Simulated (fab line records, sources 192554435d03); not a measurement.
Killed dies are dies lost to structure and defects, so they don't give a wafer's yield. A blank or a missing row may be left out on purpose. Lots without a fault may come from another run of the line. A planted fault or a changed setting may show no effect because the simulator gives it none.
Split-lot experiment | flow n5_finfet | 7 lots, 39 wafers read, on a route of 1938 steps

THE SPLIT
At N5_BEOL_M7_TRENCH_ETCH_37 (etches SiCOH lowk in C4F6/O2, target depth 93.478 nm, time 31.2 s), the setting time_s was moved away from the recipe's 31.2 s on 12 of the 39 wafers read, by -58.1% to +58.5%. The other wafers ran this setting at the recipe's value.

FROM THE SPLIT TO THE READING: what the file shows between them, 8 steps
- N5_BEOL_M7_ETCH_41: etches SiCN in CH3F/O2, target depth 31.9 nm, time 57.8 s
- N5_BEOL_M7_STRIP_80: strips in N2/H2, time 10 s
- N5_BEOL_M7_OCD_MEAS_38
- N5_BEOL_M7_HM_STRIP_39: strips TiN in peroxide tin strip, target depth 25 nm, time 158 s
- N5_BEOL_M7_SRD_40: time 30 s
- N5_BEOL_M7_ECD_50: material Cu, target thk 300 nm
- N5_BEOL_M7_ANNEAL_51: time 90 s
- N5_BEOL_M7_CMP_52: polishes, stops on SiCOH lowk, t overpolish 6.9 s, target thk 80 nm

THE READING
M7_THK, in nm, at N5_BEOL_M7_THK_MEAS_53 (measures by xrf). Fault-free wafers of this fab line usually give 79.9 nm, standard deviation 1.8 nm.

wafer  | tool, chamber at the split | time_s as run, s | against the recipe | M7_THK, nm | against lot-mates on the recipe
L075.1 | rie_diel-02, 2             | 31.2             | recipe             | 79.3       | -
L075.2 | rie_diel-02, 3             | 31.2             | recipe             | 81.0       | -
L075.3 | rie_diel-02, 1             | 31.2             | recipe             | 80.0       | -
L075.4 | rie_diel-02, 2             | 31.2             | recipe             | 79.6       | -
L075.5 | rie_diel-02, 1             | 31.2             | recipe             | 81.1       | -
L075.6 | rie_diel-02, 3             | 31.2             | recipe             | 80.1       | -
L077.1 | rie_diel-02, 3             | 31.2             | recipe             | 77.9       | -
L077.2 | rie_diel-02, 2             | 13.07            | -58.1%             | 24.8       | -53.8
L077.3 | rie_diel-02, 1             | 31.2             | recipe             | 80.1       | -
L077.4 | rie_diel-02, 1             | 13.07            | -58.1%             | 25.7       | -52.9
L077.5 | rie_diel-02, 3             | 13.07            | -58.1%             | 23.5       | -55.1
L077.6 | rie_diel-02, 2             | 31.2             | recipe             | 77.8       | -
L080.2 | rie_diel-05, 0             | 31.2             | recipe             | 81.1       | -
L080.5 | rie_diel-05, 0             | 31.2             | recipe             | 83.2       | -
L080.6 | rie_diel-05, 3             | 31.2             | recipe             | 80.6       | -
L082.1 | rie_diel-04, 0             | 31.2             | recipe             | 79.0       | -
L082.2 | rie_diel-04, 2             | 31.2             | recipe             | 77.0       | -
L082.3 | rie_diel-04, 3             | 31.2             | recipe             | 78.4       | -
L082.4 | rie_diel-04, 0             | 31.2             | recipe             | 80.4       | -
L082.5 | rie_diel-04, 3             | 31.2             | recipe             | 78.3       | -
L082.6 | rie_diel-04, 2             | 31.2             | recipe             | 80.4       | -
L084.1 | rie_diel-04, 1             | 31.2             | recipe             | 81.8       | -
L084.2 | rie_diel-04, 2             | 49.44            | +58.5%             | 133.1      | +53.4
L084.3 | rie_diel-04, 3             | 31.2             | recipe             | 76.7       | -
L084.4 | rie_diel-04, 0             | 31.2             | recipe             | 80.6       | -
L084.5 | rie_diel-04, 3             | 49.44            | +58.5%             | 131.8      | +52.1
L084.6 | rie_diel-04, 0             | 49.44            | +58.5%             | 136.6      | +56.9
L086.1 | rie_diel-02, 2             | 19.38            | -37.9%             | 41.1       | -39.5
L086.2 | rie_diel-02, 0             | 31.2             | recipe             | 85.2       | -
L086.3 | rie_diel-02, 3             | 31.2             | recipe             | 78.1       | -
L086.4 | rie_diel-02, 1             | 19.38            | -37.9%             | 42.4       | -38.2
L086.5 | rie_diel-02, 2             | 19.38            | -37.9%             | 41.2       | -39.4
L086.6 | rie_diel-02, 1             | 31.2             | recipe             | 78.5       | -
L091.1 | rie_diel-04, 0             | 19.87            | -36.3%             | 47.7       | -32.7
L091.2 | rie_diel-04, 2             | 19.87            | -36.3%             | 47.8       | -32.6
L091.3 | rie_diel-04, 1             | 31.2             | recipe             | 82.9       | -
L091.4 | rie_diel-04, 3             | 31.2             | recipe             | 79.0       | -
L091.5 | rie_diel-04, 3             | 19.87            | -36.3%             | 46.3       | -34.1
L091.6 | rie_diel-04, 0             | 31.2             | recipe             | 79.2       | -

THE FIT
A straight line over all 39 wafers: M7_THK changes by +0.941 nm for each +1% of time_s; r = +1.00; the points scatter about the line by 2 nm.
The same after taking each lot's own level away (the mean of its wafers on the recipe; 39 wafers): +0.939 nm for each +1%; r = +1.00; scatter 1.9 nm.
On that fit, the largest move of time_s shifts the reading by 55 nm.
The lots' own levels span 78.60 to 81.63 nm, that is 1.7 times the standard deviation above.
So the lot-to-lot level changes the slope little: the two slopes agree.
Check: with one of the wafers moved furthest among these (+58.5%) left out of the fit, the line predicts +55 nm for it against its lot-mates. It came out at +53.4 nm against them.

THE WHOLE CHAIN: every reading that the file lists as answering this split, in the file's order
step                      | what it does                                                        | reading                                                                          | change (the file's fit)                                                              | r (the file's)
N5_BEOL_M7_TRENCH_ETCH_37 | etches SiCOH lowk in C4F6/O2, target depth 93.478 nm, time 31.2 s   | BEOL_M7.feature_depth_nm (the simulator's own value, which no gauge read)        | +0.928 nm for each +1% of the setting                                                | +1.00
N5_BEOL_M7_TRENCH_ETCH_37 | etches SiCOH lowk in C4F6/O2, target depth 93.478 nm, time 31.2 s   | etch.depth_nm (the simulator's own value, which no gauge read)                   | +0.927 nm for each +1% of the setting                                                | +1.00
N5_BEOL_M7_TRENCH_ETCH_37 | etches SiCOH lowk in C4F6/O2, target depth 93.478 nm, time 31.2 s   | TiN_of_BEOL_M7_HM_DEP_02.thk_nm (the simulator's own value, which no gauge read) | -0.0263 nm for each +1% of the setting                                               | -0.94
N5_BEOL_M7_OCD_MEAS_38    |                                                                     | trench_depth_nm                                                                  | +0.929 nm for each +1% of the setting                                                | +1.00
N5_BEOL_M7_CMP_52         | polishes, stops on SiCOH lowk, t overpolish 6.9 s, target thk 80 nm | Cu_of_BEOL_M7_ECD_50.thk_nm (the simulator's own value, which no gauge read)     | +0.93 nm for each +1% of the setting                                                 | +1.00
N5_BEOL_M7_THK_MEAS_53    | measures by xrf                                                     | M7_THK                                                                           | +0.941 for each +1% of the setting                                                   | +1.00
N5_BEOL_M7_RS_MEAS_57     | measures by four-point-probe                                        | M7_RS                                                                            | not straight: 1.311 at the lowest setting, 0.290 at the recipe, 0.161 at the highest | not given

THE FILE'S OWN FIT
M7_THK changes by +0.941 nm for each +1% of time_s, r = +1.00.
